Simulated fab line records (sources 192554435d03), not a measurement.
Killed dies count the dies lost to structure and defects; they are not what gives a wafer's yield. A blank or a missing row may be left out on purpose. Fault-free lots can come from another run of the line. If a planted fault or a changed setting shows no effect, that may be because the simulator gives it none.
Matching of chambers / flow n5Finfet / N5_SDB_HM_OPEN_20 on rieDiel-03: 4 sister chambers
The step chemistry CH3F/O2, target SiNx, stops on poly-Si, target depth 24 nm. 14 wafers are shown with their chamber, then 7 later ones without.

== WAFERS, EACH WITH ITS CHAMBER ==
wafer=L074.2; chamber=1; drypumpMotorCurrentA (A)=6.6; showerheadPlenumPTorr (Torr)=2.02; rfVppV (V)=292
wafer=L074.3; chamber=2; drypumpMotorCurrentA (A)=5.8; showerheadPlenumPTorr (Torr)=1.95; rfVppV (V)=306
wafer=L074.5; chamber=2; drypumpMotorCurrentA (A)=5.8; showerheadPlenumPTorr (Torr)=1.95; rfVppV (V)=304
wafer=L077.1; chamber=1; drypumpMotorCurrentA (A)=6.6; showerheadPlenumPTorr (Torr)=2.02; rfVppV (V)=292
wafer=L077.3; chamber=3; drypumpMotorCurrentA (A)=5.3; showerheadPlenumPTorr (Torr)=2.14; rfVppV (V)=306
wafer=L077.4; chamber=0; drypumpMotorCurrentA (A)=5.5; showerheadPlenumPTorr (Torr)=2.06; rfVppV (V)=300
wafer=L079.1; chamber=3; drypumpMotorCurrentA (A)=5.3; showerheadPlenumPTorr (Torr)=2.14; rfVppV (V)=306
wafer=L079.4; chamber=0; drypumpMotorCurrentA (A)=5.5; showerheadPlenumPTorr (Torr)=2.06; rfVppV (V)=300
wafer=L079.6; chamber=2; drypumpMotorCurrentA (A)=5.7; showerheadPlenumPTorr (Torr)=1.94; rfVppV (V)=305
wafer=L080.1; chamber=2; drypumpMotorCurrentA (A)=5.7; showerheadPlenumPTorr (Torr)=1.94; rfVppV (V)=303
wafer=L080.2; chamber=0; drypumpMotorCurrentA (A)=5.5; showerheadPlenumPTorr (Torr)=2.06; rfVppV (V)=301
wafer=L080.4; chamber=1; drypumpMotorCurrentA (A)=6.6; showerheadPlenumPTorr (Torr)=2.01; rfVppV (V)=292
wafer=L083.3; chamber=2; drypumpMotorCurrentA (A)=5.8; showerheadPlenumPTorr (Torr)=1.94; rfVppV (V)=305
wafer=L083.5; chamber=1; drypumpMotorCurrentA (A)=6.6; showerheadPlenumPTorr (Torr)=2.01; rfVppV (V)=291

SIGNATURES, as means of the wafers listed above
reading=drypumpMotorCurrentA; chamber 0=5.500; chamber 1=6.600; chamber 2=5.760; chamber 3=5.300; scatter within a chamber=0.0346
reading=showerheadPlenumPTorr; chamber 0=2.0600; chamber 1=2.0150; chamber 2=1.9440; chamber 3=2.1400; scatter within a chamber=0.00469
reading=rfVppV; chamber 0=300.33; chamber 1=291.75; chamber 2=304.60; chamber 3=306.00; scatter within a chamber=0.813
Rule: for each reading, subtract the chamber's mean from the wafer's reading, divide by that reading's scatter and square the result; add these up over the readings and take the root, which gives the wafer's distance from the chamber. If the next closest chamber is less than 2 further off than the closest, the wafer can't be placed; otherwise it belongs to the closest. How the scatter is found: for the shown wafers, subtract from each reading the mean of its chamber, square and add these, divide the total by (wafers less chambers), then take the root.

== WAFERS MISSING THEIR CHAMBER ==
wafer=L083.6; drypumpMotorCurrentA (A)=5.7; showerheadPlenumPTorr (Torr)=1.94; rfVppV (V)=305
wafer=L082.2; drypumpMotorCurrentA (A)=5.7; showerheadPlenumPTorr (Torr)=1.94; rfVppV (V)=304
wafer=L082.4; drypumpMotorCurrentA (A)=5.2; showerheadPlenumPTorr (Torr)=2.13; rfVppV (V)=306
wafer=L082.6; drypumpMotorCurrentA (A)=6.6; showerheadPlenumPTorr (Torr)=2.01; rfVppV (V)=292
wafer=L087.2; drypumpMotorCurrentA (A)=5.8; showerheadPlenumPTorr (Torr)=1.94; rfVppV (V)=302
wafer=L087.3; drypumpMotorCurrentA (A)=5.3; showerheadPlenumPTorr (Torr)=2.13; rfVppV (V)=306
wafer=L087.4; drypumpMotorCurrentA (A)=5.5; showerheadPlenumPTorr (Torr)=2.05; rfVppV (V)=300

== THE CHAMBER EACH PASSED THROUGH ==
wafer=L083.6; from the rows above=2; in truth=2
wafer=L082.2; from the rows above=2; in truth=2
wafer=L082.4; from the rows above=3; in truth=3
wafer=L082.6; from the rows above=1; in truth=1
wafer=L087.2; from the rows above=2; in truth=2
wafer=L087.3; from the rows above=3; in truth=3
wafer=L087.4; from the rows above=0; in truth=0
Placed correctly: 7 of 7. Not placeable from these rows: 0. Wrongly placed: 0.
